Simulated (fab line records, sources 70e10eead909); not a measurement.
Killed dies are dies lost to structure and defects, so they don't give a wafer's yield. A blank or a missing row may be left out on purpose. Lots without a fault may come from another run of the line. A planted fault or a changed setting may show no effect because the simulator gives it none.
Which tool did it? | flow nand_harc | 14 lots, 42 wafers sampled, at 5 steps of a route of 1159

WHAT THE GAUGES READ, wafer by wafer
NHARC_A_BONDPAD_THK_MEAS_30: measures by ellipsometry.
lot  | measured     | on            | thk_nm (nm)
L533 | day 18 13:07 | film_metro-02 | 202.7 199.8 199.6
L535 | day 18 11:03 | film_metro-02 | 200.9 201.0 200.1
L534 | day 18 16:25 | film_metro-01 | 198.0 197.7 199.3
L537 | day 18 18:15 | film_metro-01 | 199.0 199.3 197.8
L538 | day 19 05:25 | film_metro-02 | 198.2 199.4 197.1
L539 | day 19 08:09 | film_metro-01 | 199.5 196.3 200.0
L542 | day 20 06:12 | film_metro-02 | 201.3 200.1 199.0
L543 | day 20 05:32 | film_metro-02 | 198.5 199.0 199.9
L544 | day 21 03:47 | film_metro-01 | 198.8 197.4 201.9
L551 | day 22 07:56 | film_metro-01 | 199.7 199.4 200.1
L553 | day 22 13:11 | film_metro-01 | 197.7 196.5 198.4
L552 | day 22 13:41 | film_metro-02 | 198.1 199.3 199.0
L554 | day 22 18:10 | film_metro-02 | 199.8 200.8 202.5
L555 | day 23 06:29 | film_metro-02 | 197.2 197.2 195.7

NHARC_END_SORT_01.
lot  | measured     | on        | killed_at_array | killed_at_other | killed_at_periphery | killed_dies | killed_open | killed_short
L542 | day 21 17:55 | prober-01 | 84 85 80        | 0 0 0           | 4 7 3               | 88 92 83    | 4 2 1       | 2 0 1
L544 | day 22 13:04 | prober-02 | 78 89 89        | 0 0 0           | 5 2 4               | 83 91 93    | 2 1 9       | 3 0 1

WHICH TOOL RAN EACH LOT (tool, then ch and the chambers of the sampled wafers, then the start)
lot  | NHARC_A_ONON_D1_DEP_25           | NHARC_THIN_TSV_DEP_47           | NHARC_THIN_TSV_DEGAS_53
L533 | pecvd_onon-02 ch 0, day 8 03:58  | pecvd-03 ch 0,1,2, day 19 08:31 | pvd_sputter-01, day 19 11:25
L535 | pecvd_onon-03 ch 0, day 8 04:05  | pecvd-03 ch 0,1,2, day 19 07:17 | pvd_sputter-02, day 19 10:21
L534 | pecvd_onon-02 ch 0, day 8 09:43  | pecvd-03 ch 0,2, day 19 16:35   | pvd_sputter-03, day 19 19:46
L537 | pecvd_onon-03 ch 0, day 8 22:26  | pecvd-04 ch 1,2, day 19 15:22   | pvd_sputter-03, day 19 18:16
L538 | pecvd_onon-02 ch 0, day 9 09:15  | pecvd-03 ch 0,1,2, day 20 00:00 | pvd_sputter-01, day 20 03:01
L539 | pecvd_onon-03 ch 0, day 9 09:15  | pecvd-03 ch 0,1,2, day 20 01:05 | pvd_sputter-02, day 20 03:55
L542 | pecvd_onon-03 ch 0, day 10 09:58 | pecvd-02 ch 0,1,2, day 20 23:19 | pvd_sputter-02, day 21 02:14
L543 | pecvd_onon-01 ch 0, day 10 09:58 | pecvd-02 ch 0,1,2, day 21 00:42 | pvd_sputter-03, day 21 03:38
L544 | pecvd_onon-03 ch 0, day 10 19:11 | pecvd-04 ch 0,1,2, day 22 00:14 | pvd_sputter-02, day 22 03:06
L551 | pecvd_onon-02 ch 0, day 12 12:36 | pecvd-04 ch 0,2, day 23 07:47   | pvd_sputter-01, day 23 10:46
L553 | pecvd_onon-01 ch 0, day 13 01:40 | pecvd-04 ch 1,2, day 23 10:13   | pvd_sputter-02, day 23 13:09
L552 | pecvd_onon-02 ch 0, day 13 01:43 | pecvd-02 ch 0,1,2, day 23 09:02 | pvd_sputter-03, day 23 12:17
L554 | pecvd_onon-03 ch 0, day 13 04:58 | pecvd-03 ch 0,1, day 23 14:20   | pvd_sputter-01, day 23 18:01
L555 | pecvd_onon-03 ch 0, day 13 08:30 | pecvd-04 ch 0,1,2, day 24 02:08 | pvd_sputter-01, day 24 05:22
- NHARC_A_ONON_D1_DEP_25: target thk 1000 nm.
- NHARC_THIN_TSV_DEP_47: deposits SiO2, target thk 200 nm.
- NHARC_THIN_TSV_DEGAS_53: time 60 s.

WHAT THE TOOLS THEMSELVES READ (means of the sampled wafers that have a number; where no wafer has one, the mark that the record gives instead)
NHARC_THIN_TSV_DEP_47.
lot  | tool     | mfc_precursor_sccm (sccm) | throttle_valve_pct (%)
L533 | pecvd-03 | 161.6                     | 16.4
L535 | pecvd-03 | 161.4                     | 16.3
L534 | pecvd-03 | 161.4                     | 16.3
L537 | pecvd-04 | 161.5                     | 16.3
L538 | pecvd-03 | 161.5                     | 16.4
L539 | pecvd-03 | 160.9                     | 16.6
L542 | pecvd-02 | 161.2                     | 16.1
L543 | pecvd-02 | 161.2                     | 16.0
L544 | pecvd-04 | 161.6                     | 16.1
L551 | pecvd-04 | 161.2                     | 16.6
L553 | pecvd-04 | 161.4                     | 16.3
L552 | pecvd-02 | 161.8                     | 15.8
L554 | pecvd-03 | 160.7                     | 16.1
L555 | pecvd-04 | 161.4                     | 16.3

NHARC_THIN_TSV_DEGAS_53.
lot  | tool           | heater_power_w (W)
L533 | pvd_sputter-01 | 402
L535 | pvd_sputter-02 | 483
L534 | pvd_sputter-03 | 504
L537 | pvd_sputter-03 | 515
L538 | pvd_sputter-01 | 456
L539 | pvd_sputter-02 | 485
L542 | pvd_sputter-02 | 488
L543 | pvd_sputter-03 | 530
L544 | pvd_sputter-02 | 503
L551 | pvd_sputter-01 | 424
L553 | pvd_sputter-02 | 482
L552 | pvd_sputter-03 | 496
L554 | pvd_sputter-01 | 460
L555 | pvd_sputter-01 | 491

THE ANSWER, worked out from the rows above alone
Rule: what is usual is taken from the lots themselves. Put in order of their means at a reading, lots are off if they are a third of the lots or fewer, leave a main group of 4 or more, and stand apart from it by a gap of 3 or more times the standard deviation of the main group's means; of several such gaps the widest counts. A main group whose means are all the same, to the digits that the tables above print for the reading, isn't used. A lot without any number at a reading at which 4 lots or more have one is off too. The other lots that the step has rows for count as sound. The gauges are gone through in route order, then the tools' own readings, and for those a lot's mean is taken as printed above. The first step at which some lot is off is used, and at that step the reading that is off furthest; a lot without a number counts as furthest.
No lot is off at any reading shown: from this, nothing can be told.

WHAT THE SIMULATOR HAD PUT IN
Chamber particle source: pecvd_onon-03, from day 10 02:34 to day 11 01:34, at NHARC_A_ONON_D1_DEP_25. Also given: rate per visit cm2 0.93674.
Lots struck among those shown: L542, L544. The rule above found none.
